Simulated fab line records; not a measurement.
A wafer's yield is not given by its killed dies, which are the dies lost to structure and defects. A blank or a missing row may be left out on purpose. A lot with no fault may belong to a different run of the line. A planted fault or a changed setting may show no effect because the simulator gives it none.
Chamber matching :: flow nand harc :: NHARC_THIN_TSV_DESCUM_14 on rie diel-01: 4 sister chambers
The step chemistry O2, time 3 s. 8 wafers are shown with their chamber, then 7 later ones without.

## WAFERS WITH THEIR CHAMBER
wafer: L962.3
chamber: 1
drypump motor current A (A): 5.4
oes product au (a.u.): 1.020

wafer: L962.4
chamber: 3
drypump motor current A (A): 6.2
oes product au (a.u.): 1.028

wafer: L968.3
chamber: 3
drypump motor current A (A): 6.2
oes product au (a.u.): 1.027

wafer: L968.6
chamber: 2
drypump motor current A (A): 6.6
oes product au (a.u.): 0.997

wafer: L971.1
chamber: 1
drypump motor current A (A): 5.4
oes product au (a.u.): 1.013

wafer: L971.6
chamber: 0
drypump motor current A (A): 6.1
oes product au (a.u.): 1.003

wafer: L974.1
chamber: 0
drypump motor current A (A): 6.0
oes product au (a.u.): 1.004

wafer: L974.2
chamber: 2
drypump motor current A (A): 6.5
oes product au (a.u.): 0.999

## WAFERS WITHOUT THEIR CHAMBER
wafer: L974.5
drypump motor current A (A): 6.0
oes product au (a.u.): 1.002

wafer: L981.1
drypump motor current A (A): 6.6
oes product au (a.u.): 1.010

wafer: L981.3
drypump motor current A (A): 5.4
oes product au (a.u.): 0.986

wafer: L981.5
drypump motor current A (A): 5.4
oes product au (a.u.): 0.989

wafer: L983.1
drypump motor current A (A): 6.0
oes product au (a.u.): 1.019

wafer: L983.3
drypump motor current A (A): 6.6
oes product au (a.u.): 1.018

wafer: L983.4
drypump motor current A (A): 6.2
oes product au (a.u.): 0.992

## CHAMBER TAKEN BY EACH
wafer: L974.5
from the rows above: 0
in truth: 0

wafer: L981.1
from the rows above: 2
in truth: 2

wafer: L981.3
from the rows above: 1
in truth: 1

wafer: L981.5
from the rows above: 1
in truth: 1

wafer: L983.1
from the rows above: can't be placed: 3 or 0
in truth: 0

wafer: L983.3
from the rows above: can't be placed: 2 or 3
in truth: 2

wafer: L983.4
from the rows above: 0
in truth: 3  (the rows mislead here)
Placed correctly: 4 of 7. From these rows, 2 cannot be placed; in 2 the true chamber is one of the candidates. Wrongly placed: 1.
How it was worked out, from the rows above alone: a wafer's distance from a chamber is the root of the sum, over the readings, of the square of ((its reading less the chamber's mean) divided by the reading's scatter). If the next closest chamber is less than 2 further off than the closest, the wafer can't be placed; otherwise it belongs to the closest. Each chamber's mean is taken over the wafers shown for it. The scatter is the square root of a quotient: the sum, over the shown wafers, of each reading's squared deviation from its chamber's mean, divided by wafers minus chambers.
